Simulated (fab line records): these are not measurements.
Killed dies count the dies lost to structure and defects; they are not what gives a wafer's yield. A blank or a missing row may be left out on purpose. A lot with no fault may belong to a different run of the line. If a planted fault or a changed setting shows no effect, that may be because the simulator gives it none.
Chamber matching || flow nand-harc || NHARC_A_M1_DESCUM_14 on rie-diel-03 has 4 sister chambers
The step chemistry O2, time 3 s. 8 wafers are shown with their chamber, then 10 later ones without.

## EACH WAFER AND ITS CHAMBER
{"wafer": "L083.1", "chamber": 0, "showerhead-plenum-p-Torr (Torr)": 2.04, "drypump-motor-current-A (A)": 5.0}
{"wafer": "L083.2", "chamber": 3, "showerhead-plenum-p-Torr (Torr)": 2.00, "drypump-motor-current-A (A)": 5.9}
{"wafer": "L083.6", "chamber": 2, "showerhead-plenum-p-Torr (Torr)": 1.80, "drypump-motor-current-A (A)": 5.4}
{"wafer": "L084.1", "chamber": 0, "showerhead-plenum-p-Torr (Torr)": 2.04, "drypump-motor-current-A (A)": 5.0}
{"wafer": "L084.2", "chamber": 1, "showerhead-plenum-p-Torr (Torr)": 2.02, "drypump-motor-current-A (A)": 5.9}
{"wafer": "L084.6", "chamber": 2, "showerhead-plenum-p-Torr (Torr)": 1.81, "drypump-motor-current-A (A)": 5.4}
{"wafer": "L086.1", "chamber": 1, "showerhead-plenum-p-Torr (Torr)": 2.02, "drypump-motor-current-A (A)": 5.8}
{"wafer": "L086.3", "chamber": 3, "showerhead-plenum-p-Torr (Torr)": 2.00, "drypump-motor-current-A (A)": 6.0}

## WAFERS MISSING THEIR CHAMBER
{"wafer": "L086.5", "showerhead-plenum-p-Torr (Torr)": 2.02, "drypump-motor-current-A (A)": 5.8}
{"wafer": "L087.1", "showerhead-plenum-p-Torr (Torr)": 2.04, "drypump-motor-current-A (A)": 5.0}
{"wafer": "L087.4", "showerhead-plenum-p-Torr (Torr)": 2.02, "drypump-motor-current-A (A)": 5.8}
{"wafer": "L087.6", "showerhead-plenum-p-Torr (Torr)": 1.80, "drypump-motor-current-A (A)": 5.4}
{"wafer": "L089.1", "showerhead-plenum-p-Torr (Torr)": 2.02, "drypump-motor-current-A (A)": 5.8}
{"wafer": "L089.4", "showerhead-plenum-p-Torr (Torr)": 1.80, "drypump-motor-current-A (A)": 5.4}
{"wafer": "L089.5", "showerhead-plenum-p-Torr (Torr)": 2.00, "drypump-motor-current-A (A)": 5.9}
{"wafer": "L092.2", "showerhead-plenum-p-Torr (Torr)": 2.04, "drypump-motor-current-A (A)": 5.0}
{"wafer": "L092.3", "showerhead-plenum-p-Torr (Torr)": 2.02, "drypump-motor-current-A (A)": 5.8}
{"wafer": "L092.4", "showerhead-plenum-p-Torr (Torr)": 2.00, "drypump-motor-current-A (A)": 6.0}

## CHAMBER TAKEN BY EACH
{"wafer": "L086.5", "from the rows above": 1, "in truth": 1}
{"wafer": "L087.1", "from the rows above": 0, "in truth": 0}
{"wafer": "L087.4", "from the rows above": 1, "in truth": 1}
{"wafer": "L087.6", "from the rows above": 2, "in truth": 2}
{"wafer": "L089.1", "from the rows above": 1, "in truth": 1}
{"wafer": "L089.4", "from the rows above": 2, "in truth": 2}
{"wafer": "L089.5", "from the rows above": 3, "in truth": 3}
{"wafer": "L092.2", "from the rows above": 0, "in truth": 0}
{"wafer": "L092.3", "from the rows above": 1, "in truth": 1}
{"wafer": "L092.4", "from the rows above": 3, "in truth": 3}
10 of 10 placed correctly. Number that these rows cannot place: 0. 0 placed wrongly.
How it was worked out, from the rows above alone: a wafer's distance from a chamber is the root of the sum, over the readings, of the square of ((its reading less the chamber's mean) divided by the reading's scatter). If the next closest chamber is less than 2 further off than the closest, the wafer can't be placed; otherwise it belongs to the closest. The mean given for a chamber averages the wafers shown for that chamber. The scatter is the square root of a quotient: the sum, over the shown wafers, of each reading's squared deviation from its chamber's mean, divided by wafers minus chambers.
